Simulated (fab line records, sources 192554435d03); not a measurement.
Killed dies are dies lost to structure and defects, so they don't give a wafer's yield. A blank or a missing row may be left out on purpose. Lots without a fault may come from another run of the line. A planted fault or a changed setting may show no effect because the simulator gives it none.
Chamber matching | flow n5_finfet | N5_FIN_SAQP_MANDREL1_REMOVE_56 on rie_si-02: 4 sister chambers
The step chemistry HBr/Cl2/O2, target a-Si, stops on SiNx, bt time 10 s. 4 wafers are shown with their chamber, then 9 later ones without.

WAFERS WITH THEIR CHAMBER
wafer  | chamber | drypump_motor_current_A (A)
L090.3 | 0       | 5.7
L094.1 | 1       | 6.3
L094.2 | 3       | 6.7
L094.3 | 2       | 5.6

WAFERS WITHOUT THEIR CHAMBER
wafer  | drypump_motor_current_A (A)
L095.1 | 6.3
L095.4 | 6.7
L095.5 | 5.6
L096.3 | 6.2
L096.5 | 6.7
L096.6 | 6.3
L097.1 | 6.7
L097.5 | 5.6
L097.6 | 6.3

WHICH CHAMBER EACH WENT THROUGH
wafer  | from the rows above | in truth
L095.1 | 1                   | 1
L095.4 | 3                   | 3
L095.5 | 2                   | 2
L096.3 | 1                   | 1
L096.5 | 3                   | 3
L096.6 | 1                   | 1
L097.1 | 3                   | 3
L097.5 | 2                   | 2
L097.6 | 1                   | 1
Placed correctly: 9 of 9. Can't be placed from these rows: 0. Placed wrongly: 0.
How it was worked out, from the rows above alone: a wafer's distance from a chamber is the root of the sum, over the readings, of the square of ((its reading less the chamber's mean) divided by the reading's scatter). The wafer belongs to the nearest chamber; if the next one is less than 2 further off, it can't be placed. A chamber's mean is the mean of its shown wafers. The scatter: with one shown wafer a chamber, the root of the mean of the squares of how far each hidden wafer lies from its nearest shown one.
